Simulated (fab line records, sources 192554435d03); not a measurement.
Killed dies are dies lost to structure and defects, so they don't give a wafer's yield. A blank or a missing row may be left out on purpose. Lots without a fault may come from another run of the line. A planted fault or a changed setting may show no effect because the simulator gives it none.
Which tool did it? | flow n5_finfet | 10 lots, 30 wafers sampled, at 5 steps of a route of 1938

WHAT THE GAUGES READ, wafer by wafer
N5_BEOL_M4_RC_MEAS_101. Usual: DIBL_N 35.8 mV/V, standard deviation 1.8; DIBL_P 35.9 mV/V, standard deviation 2.2; IOFF_N 0.16 nA/um, standard deviation 0.035; IOFF_P 0.21 nA/um, standard deviation 0.04; ION_N 672 uA/um, standard deviation 11; ION_P 461 uA/um, standard deviation 7.4; SS_N 71.4 mV/dec, standard deviation 0.64; SS_P 73.2 mV/dec, standard deviation 0.67; VT_N 250 mV, standard deviation 3.5; VT_P -251 mV, standard deviation 3.4.
lot  | measured     | on        | DIBL_N (mV/V)  | DIBL_P (mV/V)  | IOFF_N (nA/um) | IOFF_P (nA/um) | ION_N (uA/um) | ION_P (uA/um) | SS_N (mV/dec)  | SS_P (mV/dec)  | VT_N (mV)   | VT_P (mV)      | flag
L455 | day 8 20:38  | prober-02 | 37.6 34.5 35.5 | 39.3 35.6 37.1 | 0.21 0.15 0.17 | 0.27 0.21 0.24 | 679 670 676   | 467 459 473   | 72.1 71.0 71.4 | 73.9 72.9 73.0 | 247 250 251 | -246 -247 -248 |
L456 | day 9 08:31  | prober-01 | 35.9 35.0 36.8 | 37.2 35.8 37.1 | 0.16 0.14 0.17 | 0.21 0.20 0.21 | 671 669 675   | 464 459 464   | 72.0 71.6 71.9 | 73.4 72.8 73.3 | 250 252 250 | -250 -254 -249 |
L463 | day 11 11:02 | prober-02 | 39.1 34.3 34.8 | 39.8 33.5 35.5 | 0.23 0.12 0.14 | 0.27 0.17 0.20 | 690 665 667   | 472 457 463   | 72.2 70.7 70.3 | 73.6 73.1 72.8 | 244 254 252 | -248 -252 -248 |
L464 | day 11 16:23 | prober-02 | 35.2 37.3 37.5 | 34.5 37.3 38.5 | 0.14 0.16 0.18 | 0.18 0.22 0.25 | 667 684 682   | 459 467 465   | 70.5 71.4 71.2 | 72.1 72.6 73.1 | 252 250 246 | -250 -250 -249 |
L467 | day 12 01:48 | prober-02 | 31.7 34.5 33.8 | 31.2 35.6 34.5 | 0.09 0.13 0.12 | 0.13 0.19 0.18 | 654 667 667   | 456 461 469   | 70.2 70.7 70.6 | 71.9 73.1 72.2 | 258 251 251 | -256 -251 -251 |
L469 | day 12 16:39 | prober-01 | 37.3 37.0 32.9 | 36.3 35.8 31.6 | 0.18 0.16 0.11 | 0.21 0.20 0.15 | 672 682 661   | 458 464 456   | 72.0 70.6 70.9 | 73.2 73.4 72.5 | 248 249 252 | -251 -251 -256 |
L471 | day 12 18:34 | prober-02 | 35.1 36.7 34.3 | 36.4 38.3 35.3 | 0.15 0.19 0.14 | 0.23 0.26 0.21 | 668 679 669   | 461 472 466   | 71.7 72.2 71.8 | 73.3 72.9 72.9 | 248 246 252 | -248 -245 -248 |
L472 | day 12 23:56 | prober-01 | 37.1 36.5 33.7 | 37.8 36.8 32.5 | 0.17 0.15 0.11 | 0.21 0.20 0.15 | 679 674 660   | 458 468 454   | 72.1 71.4 70.9 | 74.1 73.9 72.8 | 246 251 255 | -251 -255 -255 |
L473 | day 13 21:09 | prober-02 | 35.9 35.5 35.3 | 34.6 34.3 33.3 | 0.14 0.14 0.12 | 0.20 0.20 0.19 | 676 683 669   | 467 466 464   | 70.8 71.0 70.5 | 73.0 72.3 72.7 | 249 249 254 | -252 -251 -252 |
L474 | day 13 23:44 | prober-02 | 34.4 35.2 32.4 | 33.0 34.1 30.8 | 0.11 0.12 0.09 | 0.17 0.18 0.14 | 659 658 653   | 459 459 453   | 70.6 71.7 70.3 | 72.5 72.9 71.6 | 255 255 257 | -251 -253 -255 |

WHICH TOOL RAN EACH LOT (tool, then ch and the chambers of the sampled wafers, then the start)
lot  | N5_BEOL_M2_SPUTTER_90        | N5_BEOL_M2_ANNEAL_95         | N5_BEOL_M2_SPUTTER_96        | N5_BEOL_M3_ILD_DEP_00
L455 | pvd_sputter-01, day 7 16:38  | pvd_sputter-01, day 7 17:10  | pvd_sputter-01, day 7 17:18  | pecvd-02 ch 1,2, day 7 18:29
L456 | pvd_sputter-03, day 8 10:05  | pvd_sputter-03, day 8 10:36  | pvd_sputter-03, day 8 10:44  | pecvd-02 ch 0,1,2, day 8 12:35
L463 | pvd_sputter-02, day 10 00:17 | pvd_sputter-02, day 10 00:49 | pvd_sputter-02, day 10 00:57 | pecvd-01 ch 0,1,2, day 10 04:49
L464 | pvd_sputter-03, day 10 11:59 | pvd_sputter-03, day 10 12:30 | pvd_sputter-03, day 10 12:38 | pecvd-01 ch 0,1, day 10 13:45
L467 | pvd_sputter-01, day 11 04:16 | pvd_sputter-01, day 11 04:47 | pvd_sputter-01, day 11 04:55 | pecvd-01 ch 0,2, day 11 06:02
L469 | pvd_sputter-01, day 11 11:55 | pvd_sputter-01, day 11 12:26 | pvd_sputter-01, day 11 12:35 | pecvd-02 ch 0,2, day 11 13:44
L471 | pvd_sputter-03, day 11 19:39 | pvd_sputter-03, day 11 20:10 | pvd_sputter-03, day 11 20:19 | pecvd-01 ch 0,1,2, day 11 21:29
L472 | pvd_sputter-01, day 11 20:19 | pvd_sputter-01, day 11 20:50 | pvd_sputter-01, day 11 20:58 | pecvd-02 ch 0,2, day 11 22:05
L473 | pvd_sputter-02, day 12 13:52 | pvd_sputter-02, day 12 14:23 | pvd_sputter-02, day 12 14:32 | pecvd-02 ch 1,2, day 12 15:59
L474 | pvd_sputter-01, day 12 16:41 | pvd_sputter-01, day 12 17:13 | pvd_sputter-01, day 12 17:21 | pecvd-01 ch 0,2, day 12 18:28
- N5_BEOL_M2_SPUTTER_90: material Cu, target thk 4.5 nm, time 8.29 s.
- N5_BEOL_M2_ANNEAL_95: time 240 s.
- N5_BEOL_M2_SPUTTER_96: material Cu, target thk 4.5 nm, time 8.29 s.
- N5_BEOL_M3_ILD_DEP_00: deposits SiOC from DEMS/O2, target thk 79 nm, time 15.3 s.

WHAT THE TOOLS THEMSELVES READ (means of the sampled wafers that have a number; where no wafer has one, the mark that the record gives instead)
N5_BEOL_M2_SPUTTER_90. Usual: throttle_valve_pct 29.4 %, standard deviation 1.1.
lot  | tool           | throttle_valve_pct (%) | flag
L455 | pvd_sputter-01 | 27.7                   |
L456 | pvd_sputter-03 | 29.5                   |
L463 | pvd_sputter-02 | 29.8                   |
L464 | pvd_sputter-03 | 28.7                   |
L467 | pvd_sputter-01 | 29.6                   |
L469 | pvd_sputter-01 | 29.2                   |
L471 | pvd_sputter-03 | 29.3                   |
L472 | pvd_sputter-01 | 28.6                   |
L473 | pvd_sputter-02 | 30.2                   |
L474 | pvd_sputter-01 | 28.1                   |

N5_BEOL_M2_ANNEAL_95. Usual: heater_power_w 832 W, standard deviation 65.
lot  | tool           | heater_power_w (W) | flag
L455 | pvd_sputter-01 | 799                |
L456 | pvd_sputter-03 | 838                |
L463 | pvd_sputter-02 | 827                |
L464 | pvd_sputter-03 | 801                |
L467 | pvd_sputter-01 | 831                |
L469 | pvd_sputter-01 | 830                |
L471 | pvd_sputter-03 | 853                |
L472 | pvd_sputter-01 | 836                |
L473 | pvd_sputter-02 | 807                |
L474 | pvd_sputter-01 | 814                |

N5_BEOL_M2_SPUTTER_96. Usual: throttle_valve_pct 29.4 %, standard deviation 1.1.
lot  | tool           | throttle_valve_pct (%) | flag
L455 | pvd_sputter-01 | 27.8                   |
L456 | pvd_sputter-03 | 29.3                   |
L463 | pvd_sputter-02 | 30.1                   |
L464 | pvd_sputter-03 | 28.8                   |
L467 | pvd_sputter-01 | 29.6                   |
L469 | pvd_sputter-01 | 29.1                   |
L471 | pvd_sputter-03 | 29.3                   |
L472 | pvd_sputter-01 | 28.9                   |
L473 | pvd_sputter-02 | 30.2                   |
L474 | pvd_sputter-01 | 28.1                   |

N5_BEOL_M3_ILD_DEP_00. Usual: heater_power_outer_w 277 W, standard deviation 71; heater_power_w 509 W, standard deviation 110; showerhead_plenum_p_Torr 5.698 Torr, standard deviation 0.014; susceptor_temp_C 349.97 C, standard deviation 0.2; throttle_valve_pct 12.0 %, standard deviation 0.45.
lot  | tool     | heater_power_outer_w (W) | heater_power_w (W) | showerhead_plenum_p_Torr (Torr) | susceptor_temp_C (C) | throttle_valve_pct (%) | flag
L455 | pecvd-02 | 315                      | 560                | 5.704                           | 351.81               | 11.8                   | OFF
L456 | pecvd-02 | 336                      | 605                | 5.707                           | 351.69               | 12.0                   | OFF
L463 | pecvd-01 | 243                      | 453                | 5.696                           | 350.06               | 12.1                   |
L464 | pecvd-01 | 245                      | 450                | 5.711                           | 349.73               | 12.0                   |
L467 | pecvd-01 | 188                      | 374                | 5.696                           | 349.88               | 11.6                   |
L469 | pecvd-02 | 303                      | 566                | 5.693                           | 349.92               | 12.2                   |
L471 | pecvd-01 | 221                      | 435                | 5.697                           | 349.94               | 12.1                   |
L472 | pecvd-02 | 330                      | 592                | 5.704                           | 350.19               | 12.2                   |
L473 | pecvd-02 | 337                      | 599                | 5.693                           | 349.84               | 11.7                   |
L474 | pecvd-01 | 195                      | 388                | 5.700                           | 349.93               | 11.7                   |

THE ANSWER, worked out from the rows above alone
Rule: a lot is off if the mean of its wafers that have a number lies more than 3 standard deviations from the usual mean. A lot without any number at a reading at which 4 lots or more have one is off too. The other lots that the step has rows for count as sound. The gauges are gone through in route order, then the tools' own readings, and for those a lot's mean is taken as printed above. The first step at which some lot is off is used, and at that step the reading that is off furthest; a lot without a number counts as furthest.
Off: L455, L456, at N5_BEOL_M3_ILD_DEP_00 (susceptor_temp_C).
A tool fits if, at that step or a process step before it, it ran every lot that is off, and no sound lot after the first of them. None of those tried fits.

WHAT THE SIMULATOR HAD PUT IN
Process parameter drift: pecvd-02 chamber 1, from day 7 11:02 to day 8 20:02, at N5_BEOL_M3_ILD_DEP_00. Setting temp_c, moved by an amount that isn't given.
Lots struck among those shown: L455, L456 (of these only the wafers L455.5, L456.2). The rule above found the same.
